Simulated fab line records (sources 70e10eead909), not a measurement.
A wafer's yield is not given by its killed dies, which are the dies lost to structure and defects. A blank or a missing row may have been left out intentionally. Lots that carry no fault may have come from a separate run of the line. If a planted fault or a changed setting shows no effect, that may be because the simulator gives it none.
Struck lot and sound lot, side by side ; flow nandHarc ; 15 steps out of a route of 1302
Sound: the wafers L492.1, L492.2, L492.3. Wafers struck: L484.1, L484.3, L484.6. At the end, the cause is stated.
At each step with rows: each side's tool, then ch and its chambers, then its first start. Under that, the readings that differ: sound wafers ; struck wafers ; difference of the means ; sigmas: that difference in standard deviations of wafers without a fault.
alike: words and numbers the same on both sides, and readings whose means are apart by under 2 such deviations; not compared: readings that were withheld, readings missing a value for some wafer, numbers with overlapping values and no deviation given by the record, and bounds like >300 which may hide the same value.
A row with sigmas, a row that says differs or no value, or rows on one side alone: a step with any of these is where the two part. Non-overlapping numbers with no deviation appear without sigmas and do not part them. A reading that every wafer of one side lacks parts them only if that side has two wafers or more.

NHARC_A_CHANNEL_HOLE_D2_INSPECT_40:
  sound on defectInspect-01 at day 22 18:21; struck on defectInspect-01 at day 19 13:14
  alike: rawDefectCount
then, 3 steps without rows for these wafers: NHARC_A_CHANNEL_FILL_D2_PRECLEAN_00 (cleans in SC1); NHARC_A_CHANNEL_FILL_D2_SRD_01; NHARC_A_CHANNEL_FILL_D2_ALD_02 (deposits SiO2, target thk 6 nm, pulse time 10 s, ald cycles 60).
NHARC_A_CHANNEL_FILL_D2_ALD_03: deposits SiNx, target thk 6 nm, pulse time 60 s, ald cycles 58.
  sound on aldSinBatch-02 ch 0; struck on aldSinBatch-03 ch 0
  alike: precursorPulseHeightRel
NHARC_A_CHANNEL_FILL_D2_ALD_14: deposits SiO2, target thk 2.5 nm, pulse time 10 s, ald cycles 25.
  sound on aldHk-03 ch 1,2,3, day 23 01:22; struck on aldHk-03 ch 0,3, day 19 20:29
  alike: heaterPowerW, precursorPulseHeightRel
then, 1 step without rows for these wafers: NHARC_A_CHANNEL_FILL_D2_ALD_15 (deposits SiNx, target thk 2 nm, pulse time 60 s, ald cycles 19).
NHARC_A_CHANNEL_FILL_D2_ALD_16: deposits SiO2, target thk 1.5 nm, pulse time 10 s, ald cycles 15.
  sound on aldHk-01 ch 0,1,2, day 23 06:32; struck on aldHk-03 ch 0,2,3, day 20 01:39
  alike: heaterPowerW, precursorPulseHeightRel
then, 2 steps without rows for these wafers: NHARC_A_CHANNEL_FILL_D2_ANNEAL_17 (time 1800 s); NHARC_A_CHANNEL_FILL_D2_CVD_18 (deposits poly-Si, target thk 3 nm).
NHARC_A_CHANNEL_FILL_D2_ETCHBACK_19: etches the open film in HBr/Cl2, target depth 5 nm, time 1.7 s.
  sound on rieSi-03 ch 0,1,2, day 23 17:47; struck on rieSi-05 ch 0,1,3, day 20 13:37
  alike: drypumpMotorCurrentA, oesProductAu, throttleValvePct
  not compared: rfHoursCounterH
NHARC_A_CHANNEL_FILL_D2_ETCHBACK_20: etches the open film in C4F8/O2/Ar, target depth 27 nm, time 13.5 s.
  sound on rieDiel-05 ch 1,2,3, day 23 17:55; struck on rieDiel-05 ch 0,1,3, day 20 13:44
  alike: oesProductAu, rfVppV
  not compared: rfHoursCounterH
NHARC_A_CHANNEL_FILL_D2_STRIP_28: strips in O2, time 20 s.
  sound on rieDiel-05 ch 0,1,3, day 23 18:00; struck on rieDiel-05 ch 0,2, day 20 13:50
  no value came back on the struck wafers for any of 8 readings (biasW (W), chamberPressureMTorr (mTorr) and others); on the sound wafers biasW (W) reads 0 0 0
then, 1 step without rows for these wafers: NHARC_A_CHANNEL_FILL_D2_PRECLEAN_21 (cleans in dHF, time 30 s).
-- jump in the record: it breaks off in module A_CHANNEL_FILL_D2 and resumes in module END (first step shown: number 1302 of the route), and 9 days separate the struck wafers' starts before and after --
NHARC_END_SORT_01:
  here the record holds rows for the struck wafers (prober-01 ch 0, day 29 20:29) but none for the sound ones

## WHERE THEY PART
First at NHARC_A_CHANNEL_FILL_D2_STRIP_28; last, within this record, at NHARC_END_SORT_01.

WHY: what the simulator had put in
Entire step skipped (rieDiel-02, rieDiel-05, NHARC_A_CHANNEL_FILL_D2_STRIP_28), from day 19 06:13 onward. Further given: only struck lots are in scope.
